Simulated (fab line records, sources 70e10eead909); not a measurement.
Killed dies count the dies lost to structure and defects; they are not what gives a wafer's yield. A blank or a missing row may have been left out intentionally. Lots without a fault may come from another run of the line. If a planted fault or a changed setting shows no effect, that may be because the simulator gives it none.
Which of the tools did it? | flow nand_harc | 36 wafers from 12 lots sampled at 5 of the route's 1159 steps

WHAT THE GAUGES SHOWED, per wafer
NHARC_A_BONDPAD_THK_MEAS_30: measures by ellipsometry.
lot  | measured     | on            | thk_nm (nm)
L212 | day 18 00:55 | film_metro-02 | 200.1 201.8 197.9
L216 | day 18 09:35 | film_metro-02 | 199.3 200.1 200.5
L215 | day 18 21:18 | film_metro-02 | 200.5 200.4 203.3
L217 | day 19 02:07 | film_metro-01 | 200.8 202.5 199.9
L221 | day 20 08:01 | film_metro-02 | 201.5 200.7 199.3
L220 | day 20 08:28 | film_metro-01 | 198.7 201.0 199.1
L224 | day 20 13:19 | film_metro-01 | 199.8 201.4 200.7
L226 | day 21 02:52 | film_metro-01 | 199.3 200.4 201.8
L227 | day 22 01:04 | film_metro-02 | 201.2 199.9 197.6
L230 | day 22 11:44 | film_metro-01 | 201.2 199.6 200.1
L232 | day 24 04:12 | film_metro-01 | 197.4 201.0 199.5
L233 | day 24 11:50 | film_metro-01 | 199.4 202.5 200.4

NHARC_END_SORT_01.
lot  | measured     | on        | defect_limited_yield (%) | killed_at_array | killed_at_other | killed_at_periphery | killed_dies | killed_open | killed_short | sort_bin_2_pct (%) | sort_bin_3_pct (%) | sort_bin_4_pct (%) | sort_n_pass | sort_rim_yield_pct (%) | sort_yield_pct (%)
L227 | day 23 06:01 | prober-02 | 87.9 95.0 94.8           | 31 29 30        | 48 2 2          | 3 3 3               | 82 34 35    | 2 3 3       | 4 2 1        | 4.3 1.3 1.3        | 3.10 0.15 0        | 4.7 3.5 3.8        | 595 643 642 | 81.1 92.5 94.3         | 87.9 95.0 94.8
L230 | day 23 19:53 | prober-01 | 97.6 89.5 96.3           | 12 17 20        | 1 54 0          | 3 0 5               | 16 71 25    | 2 1 6       | 1 5 1        | 0.7 3.8 1.3        | 0 3.10 0           | 1.6 3.5 2.4        | 661 606 652 | 99.1 84.0 94.3         | 97.6 89.5 96.3

WHICH TOOL RAN EACH LOT (tool, then ch and the chambers of the sampled wafers, then the start)
lot  | NHARC_A_BONDPAD_PRE_CLEAN_26            | NHARC_THIN_TSV_DEP_47           | NHARC_THIN_TSV_ETCH_36
L212 | pvd_sputter-02, day 19 02:10 or earlier | pecvd-01 ch 0,2, day 19 02:10   | rie_metal-02 ch 0, day 19 06:41
L216 | pvd_sputter-01, day 19 07:04 or earlier | pecvd-01 ch 0,1,2, day 19 07:04 | rie_metal-01 ch 0,1, day 19 11:30
L215 | pvd_sputter-03, day 19 18:32 or earlier | pecvd-01 ch 0,1,2, day 19 18:32 | rie_metal-02 ch 0,1, day 20 01:08
L217 | pvd_sputter-01, day 19 19:43 or earlier | pecvd-04 ch 0,1, day 19 19:43   | rie_metal-02 ch 0,1, day 20 02:31
L221 | pvd_sputter-02, day 21 01:50 or earlier | pecvd-01 ch 0,1, day 21 01:50   | rie_metal-01 ch 0,1, day 21 06:28
L220 | pvd_sputter-01, day 21 03:08 or earlier | pecvd-02 ch 0,2, day 21 03:08   | rie_metal-03 ch 0,1, day 21 08:02
L224 | pvd_sputter-02, day 21 10:35 or earlier | pecvd-01 ch 0,1, day 21 10:35   | rie_metal-03 ch 0,1, day 21 15:33
L226 | pvd_sputter-01, day 22 00:09 or earlier | pecvd-04 ch 0,2, day 22 00:09   | rie_metal-02 ch 0,1, day 22 04:55
L227 | pvd_sputter-01, day 22 17:50 or earlier | pecvd-04 ch 0,1,2, day 22 17:50 | rie_metal-01 ch 0,1, day 22 22:19
L230 | pvd_sputter-03, day 23 06:31 or earlier | pecvd-04 ch 1,2, day 23 06:31   | rie_metal-03 ch 1, day 23 11:13
L232 | pvd_sputter-01, day 24 21:44 or earlier | pecvd-02 ch 0,1,2, day 24 21:44 | rie_metal-01 ch 0,1, day 25 02:20
L233 | pvd_sputter-01, day 25 05:34 or earlier | pecvd-01 ch 0,1,2, day 25 05:34 | rie_metal-02 ch 0,1, day 25 10:07
- NHARC_A_BONDPAD_PRE_CLEAN_26: time 30 s.
- NHARC_THIN_TSV_DEP_47: deposits SiO2, target thk 200 nm.
- NHARC_THIN_TSV_ETCH_36: etches the open film in Cl2/BCl3, target depth 65 nm, time 18.571 s.

WHAT THE TOOLS THEMSELVES READ (means of the sampled wafers that have a number; where no wafer has one, the mark that the record gives instead)
NHARC_A_BONDPAD_PRE_CLEAN_26.
lot  | tool           | heater_power_w (W)
L212 | pvd_sputter-02 | 440
L216 | pvd_sputter-01 | 421
L215 | pvd_sputter-03 | 437
L217 | pvd_sputter-01 | 432
L221 | pvd_sputter-02 | 445
L220 | pvd_sputter-01 | 446
L224 | pvd_sputter-02 | 469
L226 | pvd_sputter-01 | 412
L227 | pvd_sputter-01 | 421
L230 | pvd_sputter-03 | 442
L232 | pvd_sputter-01 | 450
L233 | pvd_sputter-01 | 421

NHARC_THIN_TSV_DEP_47.
lot  | tool     | flow_sccm (sccm) | mfc_precursor_sccm (sccm) | throttle_valve_pct (%)
L212 | pecvd-01 | 2654             | 161.6                     | 15.7
L216 | pecvd-01 | 2650             | 161.1                     | 15.8
L215 | pecvd-01 | 2653             | 161.5                     | 15.8
L217 | pecvd-04 | 2645             | 161.3                     | 16.6
L221 | pecvd-01 | 2654             | 161.4                     | 15.8
L220 | pecvd-02 | 2652             | 161.2                     | 15.9
L224 | pecvd-01 | 2652             | 161.5                     | 15.5
L226 | pecvd-04 | 2642             | 161.8                     | 16.3
L227 | pecvd-04 | 2646             | 162.0                     | 16.4
L230 | pecvd-04 | 2656             | 161.6                     | 16.6
L232 | pecvd-02 | 2646             | 161.4                     | 15.7
L233 | pecvd-01 | 2652             | 161.3                     | 16.1

NHARC_THIN_TSV_ETCH_36.
lot  | tool         | drypump_motor_current_A (A) | he_backside_leak_sccm (sccm) | oes_product_au (a.u.)
L212 | rie_metal-02 | 5.8                         | 3.6                          | 0.996
L216 | rie_metal-01 | 6.5                         | 3.4                          | 0.992
L215 | rie_metal-02 | 6.2                         | 3.4                          | 1.007
L217 | rie_metal-02 | 6.2                         | 3.5                          | 1.004
L221 | rie_metal-01 | 6.5                         | 3.6                          | 0.998
L220 | rie_metal-03 | 5.8                         | 3.8                          | 0.991
L224 | rie_metal-03 | 5.8                         | 3.7                          | 0.989
L226 | rie_metal-02 | 6.0                         | 3.6                          | 1.003
L227 | rie_metal-01 | 6.5                         | 3.3                          | 1.003
L230 | rie_metal-03 | 5.9                         | 3.7                          | 0.990
L232 | rie_metal-01 | 6.5                         | 3.5                          | 1.005
L233 | rie_metal-02 | 6.0                         | 3.4                          | 0.999

THE ANSWER, worked out from the rows above alone
Rule: the lots themselves supply what counts as usual. The widest of any qualifying gaps counts: lots, ordered by their means at a reading, are off when they make up no more than a third of the lots, leave a main group of 4 or more, and stand apart from it by 3 or more times the standard deviation of that group's means. Not used: any main group whose means are identical at the precision the tables above print for the reading. A lot without any number at a reading at which 4 lots or more have one is off too. The other lots that the step has rows for count as sound. Order of review: gauges by route order, followed by the tools' own readings, for which a lot's mean as printed above is used. At the first step where some lot is off, the reading lying furthest off is the one used; lots without a number count as furthest.
No lot is off at any reading shown: from this, nothing can be told.

WHAT THE SIMULATOR PUT IN
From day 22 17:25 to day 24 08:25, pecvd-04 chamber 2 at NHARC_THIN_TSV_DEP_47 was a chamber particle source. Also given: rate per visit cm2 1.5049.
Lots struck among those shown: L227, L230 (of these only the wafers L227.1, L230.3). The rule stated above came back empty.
